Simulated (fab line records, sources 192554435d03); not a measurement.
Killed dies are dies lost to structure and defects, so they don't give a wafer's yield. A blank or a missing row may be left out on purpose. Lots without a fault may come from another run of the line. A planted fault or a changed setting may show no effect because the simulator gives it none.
fab line records | flow n5_finfet | part 1 of 2: steps 1 to 4 of 6
record lots=23 wafers=69 last_day=20
route steps=1938 shown BEOL_M1@793
lots that met no fault: from a run of the same line without faults
start_h: hours from the record's first day to the start of the lot's first wafer shown | wait_h: hours since the lot's step before | " the same as in the row above | L1.1+2: a row that stands for several wafers | - no value, or no start given | * or withheld: withheld | < > ~ a bound
route shown NAME@n: a module of which the file shows steps, and the number in the route of the first | usual: mean/standard deviation of fault-free wafers | same: alike in all rows | chamber/n: place in a boat | sites: the reading at each site | _std_site: their standard deviation | _edge_site: outer sites' mean less inner sites' | radius_mm: how far each site lies from the wafer's centre | mask NAME#n: copy n | behind: the tool/chamber that last shaped the wafer | hold: why the lot was held/for how many hours/how that ended | device: the transistor (n, p or np) that didn't switch | end of line: the same wafers' tests at the end of the route | a step without rows: its recipe alone | killed: dies lost to structure and defects at the first sort, not the wafer's yield | map: a wafer's dies, x killed, . not, _ none there
set.NAME: the setting as run; set.NAME@STEP: as run at that earlier step | model.NAME: the simulator's own value behind a step, which no gauge read
steps of the route over a sample of lots; a table a step, a row a wafer
services: from which hour (start_h, from the record's first day; less than 0 if before it) a tool's chamber was out of use, for how many hours, and why
## steps
# step N5_BEOL_M1_ETCHBACK_99
# recipe chemistry=CHF3 target=SiO2 target_depth_a=50 time_s=10.4 source_w=215 bias_w=47 Ar_flow_sccm=200 CHF3_flow_sccm=12 ion_energy_ev=100 pressure_mtorr=30
# usual drypump_motor_current_A=5.7/0.45 oes_product_au=0.81/0.096 rf_vpp_V=240.3/2.4 showerhead_plenum_p_Torr=2.16/0.076 throttle_valve_pct=17.08/0.23
# columns lot.wafer tool chamber start_h wait_h drypump_motor_current_A oes_product_au rf_hours_counter_h rf_vpp_V showerhead_plenum_p_Torr throttle_valve_pct
L074.1 rie_diel-02 1 132.36 3.7 6.4 0.93 11 238.7 2.21 16.80
L074.3 " 3 " " 5.8 0.80 77 238.6 2.09 17.36
L074.5 " 3 " " 5.8 0.80 - 238.2 2.09 17.36
L075.2 rie_diel-02 2 140.87 6.8 6.0 0.76 152 242.8 2.25 17.16
L075.3 " 0 " " 5.7 0.97 8 237.8 2.12 16.89
L075.6 " 0 " " 5.6 0.97 - 237.8 2.12 16.90
L077.2 rie_diel-03 3 140.90 2.3 5.5 0.97 3 244.3 2.29 16.78
L077.5 " 2 " " 5.3 0.71 - 240.1 2.03 17.25
L077.6 " 1 " " 6.0 0.73 - 245.1 2.22 17.18
L076.1 rie_diel-02 1 144.64 4.6 6.3 0.91 14 239.4 2.21 16.81
L076.2 " 2 " " 6.0 0.74 153 241.2 2.25 17.14
L076.4 " 3 " " 5.8 0.80 80 238.7 2.09 17.36
L078.1 rie_diel-03 2 152.54 1.4 5.3 0.70 229 239.7 2.03 17.28
L078.4 " 0 " " 4.7 0.86 34 239.5 2.12 16.85
L078.6 " 2 " " 5.3 0.70 - 238.9 2.03 17.26
L079.1 rie_diel-06 0 155.26 0.2 5.2 0.98 4 237.3 2.13 16.87
L079.3 " 1 " " 5.6 0.71 206 243.9 2.22 17.43
L079.5 " 2 " " 6.5 0.76 - 236.4 2.06 16.91
L081.2 rie_diel-03 1 174.32 7.7 6.0 0.72 216 245.0 2.22 17.20
L081.5 " 1 " " 6.1 0.72 - 243.6 2.22 17.20
L081.6 " 0 " " 4.7 0.84 - 240.3 2.11 16.88
L080.1 rie_diel-06 2 175.74 14.0 6.5 0.75 160 237.4 2.06 16.92
L080.3 " 3 " " 5.4 0.70 203 240.2 2.15 17.41
L080.5 " 0 " " 5.2 0.96 - 237.3 2.12 16.85
L082.2 rie_diel-03 2 183.90 7.5 5.3 0.70 238 240.6 2.03 17.28
L082.3 " 1 " " 6.1 0.72 219 243.2 2.22 17.21
L082.5 " 1 " " 6.1 0.72 - 242.6 2.22 17.19
L083.3 rie_diel-02 0 184.03 7.4 5.6 0.93 19 238.5 2.12 16.92
L083.4 " 1 " " 6.3 0.89 - 237.1 2.21 16.83
L083.5 " 2 " " 6.0 0.74 - 239.7 2.24 17.17
L084.2 rie_diel-02 1 186.66 6.6 6.3 0.90 26 240.4 2.21 16.83
L084.4 " 0 " " 5.6 0.93 20 236.8 2.12 16.91
L084.5 " 1 " " 6.3 0.90 - 239.1 2.21 16.84
L085.2 rie_diel-06 1 191.91 2.1 5.6 0.70 216 241.9 2.21 17.45
L085.3 " 3 " " 5.5 0.70 207 238.2 2.14 17.42
L085.4 " 2 " " 6.4 0.74 165 238.7 2.06 16.92
L086.2 rie_diel-03 2 199.90 0.6 5.3 0.69 242 239.5 2.03 17.30
L086.3 " 0 " " 4.7 0.82 46 239.8 2.11 16.88
L086.4 " 1 " " 6.0 0.71 224 243.8 2.22 17.20
L088.1 rie_diel-02 2 210.63 1.5 6.1 0.73 171 241.0 2.24 17.19
L088.2 " 3 " " 5.8 0.79 96 235.9 2.08 17.40
L088.4 " 1 " " 6.4 0.88 32 239.9 2.20 16.84
L087.1 rie_diel-03 0 214.13 12.3 4.8 0.84 50 239.6 2.11 16.90
L087.4 " 3 " " 5.5 0.91 22 243.1 2.28 16.80
L087.6 " 1 " " 6.0 0.71 - 242.6 2.21 17.21
L089.2 rie_diel-03 0 231.81 7.8 4.8 0.83 55 239.7 2.11 16.92
L089.3 " 1 " " 6.1 0.72 233 243.7 2.21 17.24
L089.5 " 3 " " 5.5 0.89 - 242.7 2.28 16.83
L090.2 rie_diel-03 1 246.92 20.4 6.1 0.71 240 242.1 2.21 17.22
L090.3 " 2 " " 5.3 0.98 2 244.4 2.29 16.89
L090.6 " 1 " " 6.0 0.70 - 244.4 2.21 17.24
L092.1 rie_diel-03 0 255.51 7.6 4.8 0.81 66 238.1 2.11 16.92
L092.2 " 2 " " 5.3 0.96 5 242.4 2.29 16.88
L092.6 " 1 " " 6.0 0.71 - 243.9 2.21 17.24
L094.1 rie_diel-02 2 267.22 14.8 6.0 0.72 192 241.5 2.23 17.22
L094.2 " 1 " " 6.3 0.87 37 239.0 2.20 16.86
L094.3 " 0 " " 5.6 0.87 49 238.1 2.11 16.97
L093.3 rie_diel-02 1 270.27 17.7 6.3 0.88 37 240.8 2.20 16.86
L093.4 " 0 " " 5.6 0.88 49 239.2 2.11 16.97
L093.5 " 3 " " 5.8 0.76 - 237.8 2.07 17.43
L091.1 rie_diel-06 3 274.83 37.2 5.5 0.69 225 239.0 2.14 17.44
L091.3 " 2 " " 6.4 0.73 182 236.4 2.06 16.95
L091.6 " 3 " " 5.5 0.68 - 239.8 2.14 17.45
L096.2 rie_diel-02 2 278.40 17.2 6.0 0.72 195 240.9 2.23 17.23
L096.3 " 1 " " 6.3 0.86 40 238.1 2.20 16.88
L096.6 " 0 " " 5.6 0.87 - 238.1 2.10 16.97
L097.1 rie_diel-06 0 284.44 9.1 5.2 0.89 37 235.8 2.11 16.91
L097.2 " 2 " " 6.5 0.74 185 238.3 2.05 16.94
L097.5 " 1 " " 5.6 0.68 - 242.7 2.21 17.50
# step N5_BEOL_M1_STRIP_36
# recipe chemistry=N2/H2 power_w=450 temp_c=40 pressure_mtorr=20 rf_frequency_hz=6e+07 overash_fraction=0.3 bias_power_w=7 h2_frac=0.5 n2_flow_sccm=200 h2_flow_sccm=200
# usual drypump_motor_current_A=5.7/0.45 oes_product_au=0.81/0.096 rf_vpp_V=59.3/1.5 showerhead_plenum_p_Torr=2.55/0.092 throttle_valve_pct=23.64/0.25
# columns lot.wafer tool chamber start_h wait_h drypump_motor_current_A oes_product_au rf_hours_counter_h rf_vpp_V showerhead_plenum_p_Torr throttle_valve_pct
L074.1 rie_diel-02 1 132.55 0.0 6.3 0.92 11 64.2 2.59 23.60
L074.3 " 3 " " 5.8 0.80 77 59.0 2.47 23.87
L074.5 " 3 " " 5.8 0.80 - 57.6 2.47 23.87
L075.2 rie_diel-02 2 141.07 0.0 6.1 0.75 152 58.2 2.64 23.51
L075.3 " 0 " " 5.6 0.96 8 57.5 2.49 23.45
L075.6 " 0 " " 5.6 0.96 - 59.1 2.49 23.43
L077.2 rie_diel-03 3 141.09 0.0 5.5 0.98 3 58.5 2.72 23.41
L077.5 " 2 " " 5.3 0.72 - 57.7 2.40 23.75
L077.6 " 1 " " 6.1 0.73 - 60.2 2.62 23.93
L076.1 rie_diel-02 1 144.83 0.0 6.4 0.93 14 60.6 2.59 23.60
L076.2 " 2 " " 6.0 0.74 153 60.5 2.63 23.50
L076.4 " 3 " " 5.8 0.79 80 59.8 2.47 23.91
L078.1 rie_diel-03 2 152.74 0.0 5.3 0.71 230 59.4 2.40 23.76
L078.4 " 0 " " 4.7 0.85 34 58.9 2.48 23.29
L078.6 " 2 " " 5.3 0.71 - 60.0 2.40 23.74
L079.1 rie_diel-06 0 155.46 0.0 5.2 0.98 4 59.3 2.49 23.41
L079.3 " 1 " " 5.6 0.72 206 58.1 2.62 24.07
L079.5 " 2 " " 6.5 0.74 - 60.6 2.43 23.33
L081.2 rie_diel-03 1 174.52 0.0 6.1 0.72 217 62.2 2.61 23.95
L081.5 " 1 " " 6.1 0.72 - 59.0 2.62 23.94
L081.6 " 0 " " 4.8 0.86 - 60.1 2.48 23.27
L080.1 rie_diel-06 2 175.94 0.0 6.4 0.75 160 58.1 2.43 23.35
L080.3 " 3 " " 5.5 0.68 203 59.1 2.53 23.84
L080.5 " 0 " " 5.2 0.96 - 58.2 2.49 23.39
L082.2 rie_diel-03 2 184.10 0.0 5.4 0.70 238 61.2 2.39 23.74
L082.3 " 1 " " 6.0 0.73 220 59.5 2.61 23.97
L082.5 " 1 " " 6.0 0.71 - 61.3 2.61 23.97
L083.3 rie_diel-02 0 184.23 0.0 5.6 0.91 19 58.9 2.48 23.46
L083.4 " 1 " " 6.3 0.90 - 58.7 2.59 23.63
L083.5 " 2 " " 6.0 0.74 - 61.3 2.63 23.50
L084.2 rie_diel-02 1 186.86 0.0 6.3 0.90 26 59.9 2.58 23.62
L084.4 " 0 " " 5.7 0.93 20 59.8 2.48 23.45
L084.5 " 1 " " 6.3 0.89 - 58.3 2.58 23.63
L085.2 rie_diel-06 1 192.10 0.0 5.6 0.70 217 59.2 2.62 24.09
L085.3 " 3 " " 5.4 0.71 207 59.1 2.52 23.85
L085.4 " 2 " " 6.5 0.75 165 59.5 2.42 23.34
L086.2 rie_diel-03 2 200.10 0.0 5.4 0.70 242 60.6 2.39 23.74
L086.3 " 0 " " 4.8 0.84 46 57.4 2.48 23.30
L086.4 " 1 " " 6.1 0.71 224 60.9 2.61 23.96
L088.1 rie_diel-02 2 210.82 0.0 6.0 0.73 171 58.9 2.63 23.52
L088.2 " 3 " " 5.8 0.78 96 54.6 2.46 23.94
L088.4 " 1 " " 6.4 0.89 32 57.3 2.58 23.64
L087.1 rie_diel-03 0 214.33 0.0 4.8 0.82 50 55.7 2.48 23.28
L087.4 " 3 " " 5.5 0.91 22 60.3 2.71 23.38
L087.6 " 1 " " 6.0 0.70 - 61.5 2.61 23.97
L089.2 rie_diel-03 0 232.01 0.0 4.8 0.84 55 57.7 2.47 23.30
L089.3 " 1 " " 6.1 0.72 233 60.0 2.61 24.00
L089.5 " 3 " " 5.5 0.90 - 58.7 2.71 23.42
L090.2 rie_diel-03 1 247.12 0.0 6.1 0.71 240 56.3 2.61 24.01
L090.3 " 2 " " 5.3 1.00 2 59.9 2.71 23.56
L090.6 " 1 " " 6.0 0.71 - 60.3 2.61 23.99
L092.1 rie_diel-03 0 255.70 0.0 4.7 0.80 66 56.2 2.47 23.33
L092.2 " 2 " " 5.3 0.97 5 58.7 2.71 23.56
L092.6 " 1 " " 6.0 0.70 - 58.3 2.60 24.03
L094.1 rie_diel-02 2 267.42 0.0 6.0 0.73 192 56.8 2.62 23.54
L094.2 " 1 " " 6.4 0.89 37 56.4 2.58 23.64
L094.3 " 0 " " 5.6 0.86 49 59.4 2.47 23.46
L093.3 rie_diel-02 1 270.47 0.0 6.3 0.88 37 60.5 2.58 23.64
L093.4 " 0 " " 5.6 0.88 49 58.8 2.47 23.47
L093.5 " 3 " " 5.8 0.74 - 57.9 2.45 23.95
L091.1 rie_diel-06 3 275.03 0.0 5.4 0.68 226 61.1 2.52 23.88
L091.3 " 2 " " 6.4 0.73 182 60.1 2.42 23.42
L091.6 " 3 " " 5.5 0.69 - 58.7 2.52 23.87
L096.2 rie_diel-02 2 278.60 0.0 6.0 0.72 195 57.9 2.62 23.55
L096.3 " 1 " " 6.3 0.86 40 60.6 2.58 23.63
L096.6 " 0 " " 5.7 0.85 - 57.7 2.47 23.51
L097.1 rie_diel-06 0 284.63 0.0 5.2 0.88 37 57.5 2.48 23.44
L097.2 " 2 " " 6.5 0.73 185 56.8 2.41 23.35
L097.5 " 1 " " 5.6 0.68 - 58.3 2.61 24.10
# step N5_BEOL_M1_SPUTTER_48
# recipe material=Cu target_thk_a=45 temp_c=-20 chamber_pressure_pa=0.07 power_w=withheld time_s=8.29
# usual chuck_sensor_temp_C=-16.2/0.74 susceptor_temp_C=-20.03/0.12 throttle_valve_pct=30.0/1.2
# columns lot.wafer tool chamber start_h wait_h chuck_sensor_temp_C susceptor_temp_C throttle_valve_pct
L074.1 pvd_sputter-01 - 134.34 0.2 -17.6 -19.84 30.0
L074.3 " - " " -16.1 -20.05 28.4
L074.5 " - " " -17.6 -19.92 30.2
L075.2 pvd_sputter-02 - 142.14 0.1 -15.7 -20.15 30.0
L075.3 " - " " -16.1 -20.01 28.5
L075.6 " - " " -15.9 -19.99 30.0
L077.2 pvd_sputter-01 - 142.57 0.1 -17.7 -20.05 30.3
L077.5 " - " " -16.2 -20.03 29.0
L077.6 " - " " -17.7 -20.02 30.6
L076.1 pvd_sputter-03 - 146.90 0.1 -16.1 -20.08 29.2
L076.2 " - " " -17.6 -20.02 31.1
L076.4 " - " " -15.2 -20.02 32.4
L078.1 pvd_sputter-03 - 154.18 0.2 -17.5 -20.12 31.4
L078.4 " - " " -16.0 -20.04 29.3
L078.6 " - " " -15.3 -19.91 32.2
L079.1 pvd_sputter-02 - 156.84 0.1 -16.1 -20.08 30.2
L079.3 " - " " -15.5 -20.11 31.2
L079.5 " - " " -16.1 -20.08 30.1
L081.2 pvd_sputter-03 - 175.97 0.2 -17.7 -19.73 31.3
L081.5 " - " " -16.3 -20.11 29.3
L081.6 " - " " -17.5 -19.68 31.3
L080.1 pvd_sputter-02 - 177.75 0.1 -15.9 -20.15 30.1
L080.3 " - " " -15.6 -20.12 30.2
L080.5 " - " " -15.8 -20.18 29.9
L082.2 pvd_sputter-02 - 185.44 0.1 -15.6 -20.20 30.0
L082.3 " - " " -15.4 -19.98 31.3
L082.5 " - " " -15.5 -20.05 31.5
L083.3 pvd_sputter-01 - 185.70 0.2 -16.1 -20.10 28.3
L083.4 " - " " -17.5 -19.90 30.5
L083.5 " - " " -16.0 -19.97 28.7
L084.2 pvd_sputter-03 - 188.39 0.1 -15.2 -20.13 32.3
L084.4 " - " " -16.2 -19.95 29.1
L084.5 " - " " -16.0 -20.00 29.4
L085.2 pvd_sputter-01 - 193.49 0.1 -16.2 -20.16 28.2
L085.3 " - " " -15.9 -20.15 29.9
L085.4 " - " " -17.4 -19.88 30.2
L086.2 pvd_sputter-03 - 202.13 0.1 -15.3 -19.94 32.2
L086.3 " - " " -16.2 -20.12 28.9
L086.4 " - " " -16.1 -19.95 29.3
L088.1 pvd_sputter-01 - 212.80 0.3 -17.3 -19.93 30.5
L088.2 " - " " -16.4 -20.05 28.1
L088.4 " - " " -16.0 -19.98 29.0
L087.1 pvd_sputter-03 - 215.64 0.1 -16.2 -20.21 29.2
L087.4 " - " " -16.4 -19.91 29.1
L087.6 " - " " -15.3 -20.02 32.1
L089.2 pvd_sputter-01 - 233.65 0.1 -16.3 -20.00 28.1
L089.3 " - " " -16.1 -19.77 28.9
L089.5 " - " " -17.4 -20.06 30.3
L090.2 pvd_sputter-01 - 248.25 0.2 -16.0 -20.17 29.0
L090.3 " - " " -17.3 -19.96 30.5
L090.6 " - " " -16.2 -20.11 29.0
L092.1 pvd_sputter-03 - 256.73 0.1 -16.0 -19.94 29.5
L092.2 " - " " -15.0 -20.23 32.0
L092.6 " - " " -17.6 -19.95 30.9
L094.1 pvd_sputter-03 - 268.86 0.1 -16.1 -19.99 29.1
L094.2 " - " " -16.2 -20.07 29.3
L094.3 " - " " -15.4 -20.10 32.2
L093.3 pvd_sputter-03 - 271.43 0.1 -15.4 -20.03 32.3
L093.4 " - " " -16.2 -19.95 28.9
L093.5 " - " " -16.0 -19.96 29.2
L091.1 pvd_sputter-01 - 276.09 0.1 -17.5 -20.27 30.3
L091.3 " - " " -15.8 -19.97 30.3
L091.6 " - " " -16.3 -20.27 28.1
L096.2 pvd_sputter-03 - 281.50 1.6 -15.1 -20.01 31.9
L096.3 " - " " -16.0 -20.14 29.0
L096.6 " - " " -16.3 -20.17 28.9
L097.1 pvd_sputter-03 - 286.62 0.1 -15.3 -20.14 32.2
L097.2 " - " " -16.1 -20.05 28.8
L097.5 " - " " -16.1 -20.22 29.3
# step N5_BEOL_M1_ANNEAL_49
# recipe temp_c=400 time_s=240 ambient=vacuum
# usual heater_power_w=863/93 susceptor_temp_C=400.01/0.24 susceptor_temp_C_max=401.0/0.41
# columns lot.wafer tool chamber start_h wait_h heater_power_w susceptor_temp_C susceptor_temp_C_max
L074.1 pvd_sputter-01 - 134.42 0.0 842 400.13 401.8
L074.3 " - " " 798 399.83 401.1
L074.5 " - " " 862 400.25 402.1
L075.2 pvd_sputter-02 - 142.22 0.0 1016 399.72 400.4
L075.3 " - " " 984 400.09 400.6
L075.6 " - " " 920 399.81 400.2
L077.2 pvd_sputter-01 - 142.65 0.0 839 399.94 401.3
L077.5 " - " " 764 400.16 401.1
L077.6 " - " " 856 399.91 401.0
L076.1 pvd_sputter-03 - 146.99 0.0 757 400.45 401.4
L076.2 " - " " 1048 400.47 401.8
L076.4 " - " " 823 399.89 400.4
L078.1 pvd_sputter-03 - 154.26 0.0 1053 400.08 401.0
L078.4 " - " " 776 400.24 400.9
L078.6 " - " " 807 400.10 400.7
L079.1 pvd_sputter-02 - 156.92 0.0 936 399.84 400.3
L079.3 " - " " 921 400.26 401.4
L079.5 " - " " 933 399.92 400.5
L081.2 pvd_sputter-03 - 176.05 0.0 1014 400.07 401.2
L081.5 " - " " 823 400.15 400.9
L081.6 " - " " 995 399.79 400.5
L080.1 pvd_sputter-02 - 177.83 0.0 930 399.87 400.7
L080.3 " - " " 1017 400.29 400.8
L080.5 " - " " 1034 399.99 400.9
L082.2 pvd_sputter-02 - 185.52 0.0 1030 400.51 401.2
L082.3 " - " " 913 399.91 400.7
L082.5 " - " " 905 400.07 401.1
L083.3 pvd_sputter-01 - 185.78 0.0 809 400.00 401.5
L083.4 " - " " 843 400.53 401.8
L083.5 " - " " 773 400.20 401.0
L084.2 pvd_sputter-03 - 188.47 0.0 811 399.69 400.3
L084.4 " - " " 804 399.97 401.2
L084.5 " - " " 760 399.80 400.5
L085.2 pvd_sputter-01 - 193.57 0.0 805 399.82 400.8
L085.3 " - " " 974 400.29 401.4
L085.4 " - " " 885 400.20 401.6
L086.2 pvd_sputter-03 - 202.21 0.0 831 400.38 401.0
L086.3 " - " " 831 399.86 400.8
L086.4 " - " " 766 399.87 400.7
L088.1 pvd_sputter-01 - 212.88 0.0 878 399.93 401.6
L088.2 " - " " 800 400.26 401.4
L088.4 " - " " 749 399.92 401.0
L087.1 pvd_sputter-03 - 215.72 0.0 728 400.19 401.0
L087.4 " - " " 819 399.93 400.6
L087.6 " - " " 827 400.37 401.2
L089.2 pvd_sputter-01 - 233.73 0.0 798 400.01 401.3
L089.3 " - " " 754 400.19 401.0
L089.5 " - " " 866 400.29 401.9
L090.2 pvd_sputter-01 - 248.33 0.0 753 399.81 401.0
L090.3 " - " " 864 400.15 401.6
L090.6 " - " " 757 400.01 401.2
L092.1 pvd_sputter-03 - 256.81 0.0 752 399.91 400.7
L092.2 " - " " 847 399.79 400.3
L092.6 " - " " 1027 400.04 400.9
L094.1 pvd_sputter-03 - 268.94 0.0 764 400.12 400.8
L094.2 " - " " 794 399.87 400.5
L094.3 " - " " 835 399.91 400.6
L093.3 pvd_sputter-03 - 271.51 0.0 836 399.94 400.7
L093.4 " - " " 800 399.90 400.7
L093.5 " - " " 760 399.91 400.8
L091.1 pvd_sputter-01 - 276.17 0.0 862 399.56 401.1
L091.3 " - " " 988 399.90 400.8
L091.6 " - " " 817 399.85 401.1
L096.2 pvd_sputter-03 - 281.58 0.0 827 399.93 400.5
L096.3 " - " " 787 400.35 401.2
L096.6 " - " " 797 400.61 401.5
L097.1 pvd_sputter-03 - 286.70 0.0 841 399.95 401.0
L097.2 " - " " 803 399.63 400.4
L097.5 " - " " 747 399.67 400.5
